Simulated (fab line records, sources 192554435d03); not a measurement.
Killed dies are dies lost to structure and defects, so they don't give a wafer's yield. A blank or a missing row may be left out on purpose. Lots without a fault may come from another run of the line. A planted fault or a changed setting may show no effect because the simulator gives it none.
A struck lot beside a sound one | flow n5_finfet | 39 steps out of a route of 1938
Sound: wafers L634.4, L634.5, L634.6. Struck: wafers L647.4, L647.6. (L647.5 of the same lot was not struck and is left out.) The cause comes at the end.
At each step with rows: each side's tool, then ch and its chambers, then its first start. Under that, the readings that differ: sound wafers | struck wafers | difference of the means | sigmas: that difference in standard deviations of wafers without a fault.
alike: readings whose means differ by less than 2 such deviations, and words and numbers that are the same on both sides. not compared: withheld readings, readings that some wafer has no value for, bounds like >300 that may hide the same value, and numbers for which the record gives no deviation and whose values overlap.
The two part at a step that has a row with sigmas, a row that says differs or no value, or rows on one side only. Numbers that don't overlap but have no deviation are shown without sigmas and don't part them. A reading that every wafer of one side lacks parts them only if that side has two wafers or more.

first, 9 steps without rows for these wafers: N5_BEOL_M4_ANNEAL_95 (time 240 s); N5_BEOL_M4_SPUTTER_96 (material Cu, target thk 4.5 nm, time 8.29 s); N5_BEOL_M4_ECD_50 (material Cu, target thk 300 nm); N5_BEOL_M4_ANNEAL_51 (time 90 s); N5_BEOL_M4_CMP_52 (polishes, stops on SiOC, t overpolish 6.8 s, target thk 40 nm); N5_BEOL_M4_PRE_CLEAN_60 (time 15 s); N5_BEOL_M4_CO_CAP_55 (material Co, precursor CCTBA/H2, target thk 2 nm, time 102.1 s); N5_BEOL_M4_PRE_CLEAN_56 (time 15 s); N5_BEOL_M4_DEP_57 (deposits SiCN from 3MS/NH3, target thk 8 nm, time 14 s).
N5_BEOL_M4_RC_MEAS_101:
  sound on prober-01 ch 0, day 8 23:05; struck on prober-02 ch 0, day 12 14:25
  reading       | sound          | struck    | difference | sigmas
  DIBL_P (mV/V) | 35.2 33.5 33.9 | 39.2 37.0 | +3.9       | +2
  ION_N (uA/um) | 659 660 658    | 677 676   | +18        | +2
  alike: DIBL_N, IOFF_N, IOFF_P, ION_P, SS_N, SS_P, VT_N, VT_P
then, 24 steps without rows for these wafers: N5_BEOL_M5_ILD_DEP_00 (deposits SiCOH lowk from DEMS/porogen, target thk 140.64 nm, time 25.9 s); N5_BEOL_M5_CURE_79 (cures SiCOH lowk, time 240 s); N5_BEOL_M5_PECVD_70 (deposits SiO2 from TEOS/O2, target thk 16 nm, time 18 s); N5_BEOL_M5_HM_DEP_02 (deposits TiN, target thk 20 nm); N5_BEOL_M5_COAT_59 (time 60 s, resist thk 60 nm); N5_BEOL_M5_COAT_60 (time 60 s, resist thk 12 nm); N5_BEOL_M5_COAT_71 (time 60 s, resist thk 5 nm); N5_BEOL_M5_COAT_05 (resist thk 30 nm); N5_BEOL_M5_EBR_07; N5_BEOL_M5_SOFTBAKE_06 (time 60 s); N5_BEOL_M5_EXPOSE_08 (exposes mask M5, target cd 28 nm); N5_BEOL_M5_PEB_09 (peb time 60 s); N5_BEOL_M5_DEVELOP_10 (develop time 30 s); N5_BEOL_M5_DESCUM_16 (chemistry O2, time 7 s); N5_BEOL_M5_ETCH_72 (etches underlayer in N2/H2, target depth 6.5 nm, time 5.2 s); N5_BEOL_M5_ETCH_61 (etches SiARC in CF4, target depth 15.6 nm, time 26 s); N5_BEOL_M5_ETCH_62 (etches SOC in N2/H2, target depth 75 nm, overetch 15 nm, time 112.5 s); N5_BEOL_M5_STRIP_63 (strips in N2/H2); N5_BEOL_M5_STRIP_73 (strips in N2/H2); N5_BEOL_M5_STRIP_64 (strips in CF4); N5_BEOL_M5_HM_OPEN_17 (chemistry Cl2/BCl3, target TiN, target depth 20 nm, overetch 6 nm); N5_BEOL_M5_STRIP_19 (strips in O2); N5_BEOL_M5_COAT_65 (time 60 s, resist thk 60 nm); N5_BEOL_M5_COAT_66 (time 60 s, resist thk 12 nm).
N5_BEOL_M8_EXPOSE_25: exposes mask V7, target cd 40 nm.
  sound on euv_scanner-02 ch 0, day 10 08:55; struck on euv_scanner-02 ch 0, day 14 02:50
  alike: mask
N5_BEOL_M8_CD_MEAS_28: target cd 40 nm.
  sound on cd_sem-03 ch 0, day 10 09:02; struck on cd_sem-01 ch 0, day 14 02:57
  reading    | sound             | struck      | difference | sigmas
  cd_nm (nm) | 40.32 40.35 40.28 | 32.98 33.78 | -6.94      | -32
N5_BEOL_M8_DESCUM_33: chemistry O2, time 7 s.
  sound on rie_diel-01 ch 0,1,2, day 10 09:38; struck on rie_diel-01 ch 2,3, day 14 03:06
  reading                  | sound        | struck  | difference | sigmas
  model.BEOL_M8.cd_nm (nm) | 40.2 40 40.2 | 33 33.6 | -7         |
  alike: drypump_motor_current_A, oes_product_au, rf_vpp_V, showerhead_plenum_p_Torr, throttle_valve_pct
  not compared: rf_hours_counter_h
N5_BEOL_M8_VIA_ETCH_34: etches SiCOH lowk in C4F6/O2, target depth 125.5 nm, time 50.5 s.
  sound on rie_diel-01 ch 0,1,2, day 10 09:49; struck on rie_diel-01 ch 2,3, day 14 03:17
  reading                  | sound          | struck  | difference | sigmas
  model.BEOL_M8.cd_nm (nm) | 40.4 40.4 40.4 | 33 33.6 | -7         |
  alike: drypump_motor_current_A, oes_ar_750_au, oes_product_au, rf_vpp_V, showerhead_plenum_p_Torr, throttle_valve_pct
  not compared: rf_hours_counter_h
-- the record jumps here: 3 days lie between the struck wafers' starts before and after (it left off in module BEOL_M8 and takes up again in module PASSIVATION, whose first step shown is number 1936 of the route) --
N5_PASSIVATION_PROBE_49:
  the record has rows for the struck wafers here (prober-01, day 16 22:57) and none for the sound ones

WHERE THEY PART
First at N5_BEOL_M4_RC_MEAS_101; last, within this record, at N5_PASSIVATION_PROBE_49.

WHY: what the simulator had put in
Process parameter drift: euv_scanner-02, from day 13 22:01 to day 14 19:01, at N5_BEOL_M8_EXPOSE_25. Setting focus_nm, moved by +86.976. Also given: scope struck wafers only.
